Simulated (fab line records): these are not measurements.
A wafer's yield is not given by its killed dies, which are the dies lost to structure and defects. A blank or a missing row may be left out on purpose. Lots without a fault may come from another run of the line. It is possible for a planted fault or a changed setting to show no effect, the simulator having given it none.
Chamber matching :: flow nand harc :: NHARC_P_M0_ETCH_34 on rie diel-03: 4 sister chambers
The step etches the open film in N2/H2, target depth 40 nm, overetch 12 nm, time 43.94 s. 8 wafers are shown with their chamber, then 9 later ones without.

== WAFERS WITH THEIR CHAMBER ==
wafer: L082.3
chamber: 1
showerhead plenum p Torr (Torr): 2.10
drypump motor current A (A): 5.6

wafer: L088.4
chamber: 3
showerhead plenum p Torr (Torr): 1.98
drypump motor current A (A): 5.9

wafer: L092.1
chamber: 1
showerhead plenum p Torr (Torr): 2.09
drypump motor current A (A): 5.7

wafer: L092.2
chamber: 2
showerhead plenum p Torr (Torr): 2.09
drypump motor current A (A): 6.0

wafer: L092.6
chamber: 2
showerhead plenum p Torr (Torr): 2.09
drypump motor current A (A): 6.1

wafer: L093.1
chamber: 0
showerhead plenum p Torr (Torr): 1.97
drypump motor current A (A): 6.1

wafer: L093.5
chamber: 3
showerhead plenum p Torr (Torr): 1.98
drypump motor current A (A): 5.9

wafer: L093.6
chamber: 0
showerhead plenum p Torr (Torr): 1.96
drypump motor current A (A): 6.2

== WAFERS WITHOUT THEIR CHAMBER ==
wafer: L094.1
showerhead plenum p Torr (Torr): 2.09
drypump motor current A (A): 6.0

wafer: L094.4
showerhead plenum p Torr (Torr): 1.96
drypump motor current A (A): 6.1

wafer: L094.6
showerhead plenum p Torr (Torr): 1.98
drypump motor current A (A): 5.8

wafer: L095.1
showerhead plenum p Torr (Torr): 1.97
drypump motor current A (A): 5.9

wafer: L095.3
showerhead plenum p Torr (Torr): 2.09
drypump motor current A (A): 5.7

wafer: L095.5
showerhead plenum p Torr (Torr): 2.09
drypump motor current A (A): 5.6

wafer: L096.1
showerhead plenum p Torr (Torr): 2.09
drypump motor current A (A): 6.0

wafer: L096.2
showerhead plenum p Torr (Torr): 1.97
drypump motor current A (A): 5.8

wafer: L096.4
showerhead plenum p Torr (Torr): 1.96
drypump motor current A (A): 6.1

== EACH ONE'S CHAMBER ==
wafer: L094.1
from the rows above: 2
in truth: 2

wafer: L094.4
from the rows above: 0
in truth: 0

wafer: L094.6
from the rows above: 3
in truth: 3

wafer: L095.1
from the rows above: 3
in truth: 3

wafer: L095.3
from the rows above: 1
in truth: 1

wafer: L095.5
from the rows above: 1
in truth: 1

wafer: L096.1
from the rows above: 2
in truth: 2

wafer: L096.2
from the rows above: 3
in truth: 3

wafer: L096.4
from the rows above: 0
in truth: 0
Correctly placed: 9 of 9. Not placeable from these rows: 0. Placed wrongly: 0.
How it was worked out, from the rows above alone: a wafer's distance from a chamber is the root of the sum, over the readings, of the square of ((its reading less the chamber's mean) divided by the reading's scatter). The wafer belongs to the nearest chamber; if the next one is less than 2 further off, it can't be placed. The mean given for a chamber averages the wafers shown for that chamber. The scatter is the square root of a quotient: the sum, over the shown wafers, of each reading's squared deviation from its chamber's mean, divided by wafers minus chambers.
